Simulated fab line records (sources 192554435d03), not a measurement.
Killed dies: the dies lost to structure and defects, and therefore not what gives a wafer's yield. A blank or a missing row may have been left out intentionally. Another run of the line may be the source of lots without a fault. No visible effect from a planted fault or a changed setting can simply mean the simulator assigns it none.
Matching of chambers ; flow n5_finfet ; N5_HKMG_FIN_ETCH_67 on rie_diel-03 has 4 sister chambers
The step etches SOC in N2/H2, stops on TiN, target depth 388.9 nm. 20 wafers are shown with their chamber, then 10 later ones without.

WAFERS, EACH WITH ITS CHAMBER
wafer;chamber;drypump_motor_current_A (A);throttle_valve_pct (%);oes_product_au (a.u.)
L074.2;1;5.8;17.60;0.67
L074.3;3;4.8;17.99;0.68
L074.5;3;4.8;17.99;0.69
L075.3;2;5.2;17.85;0.74
L075.4;3;4.8;17.99;0.68
L075.6;2;5.2;17.83;0.75
L079.1;3;4.8;17.99;0.68
L079.2;1;5.8;17.61;0.66
L079.3;2;5.2;17.86;0.74
L080.1;2;5.3;17.86;0.73
L080.3;3;4.9;18.02;0.67
L080.4;0;5.0;17.47;0.89
L084.2;0;5.0;17.49;0.87
L084.4;0;5.0;17.47;0.87
L084.6;2;5.2;17.87;0.73
L087.4;3;4.8;17.54;0.98
L087.5;0;5.0;17.49;0.86
L087.6;3;4.8;17.54;0.98
L089.1;2;5.2;17.88;0.71
L089.3;3;4.9;17.55;0.95

SIGNATURES (averages over the wafers above)
reading;chamber 0;chamber 1;chamber 2;chamber 3;scatter within a chamber
drypump_motor_current_A;5.000;5.800;5.217;4.825;0.0382
throttle_valve_pct;17.4800;17.6050;17.8583;17.8262;0.156
oes_product_au;0.8725;0.6650;0.7333;0.7888;0.1
Rule: for a wafer and a chamber, the distance is found by dividing, reading by reading, the gap between the wafer's reading and the chamber's mean by the reading's scatter, squaring, summing and taking the root. The wafer belongs to the nearest chamber; if the next one is less than 2 further off, it can't be placed. The scatter: the root of (the sum of the squares of (reading less its chamber's mean) over the shown wafers, divided by (wafers less chambers)).

WAFERS WITH NO CHAMBER GIVEN
wafer;drypump_motor_current_A (A);throttle_valve_pct (%);oes_product_au (a.u.)
L089.5;5.8;17.66;0.65
L091.1;5.0;17.50;0.85
L091.3;5.3;17.91;0.72
L091.6;4.9;17.55;0.93
L096.3;4.8;17.58;0.90
L096.5;5.8;17.68;0.65
L096.6;5.2;17.91;0.71
L097.1;5.0;17.54;0.82
L097.3;5.8;17.70;0.64
L097.5;5.2;17.93;0.71

THE CHAMBER EACH PASSED THROUGH
wafer;from the rows above;in truth
L089.5;1;1
L091.1;0;0
L091.3;2;2
L091.6;can't be placed: 0 or 3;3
L096.3;3;3
L096.5;1;1
L096.6;2;2
L097.1;0;0
L097.3;1;1
L097.5;2;2
Correct placement for 9 of the 10. These rows do not allow placing 1 (true chamber among the candidates in 1). 0 placed wrongly.
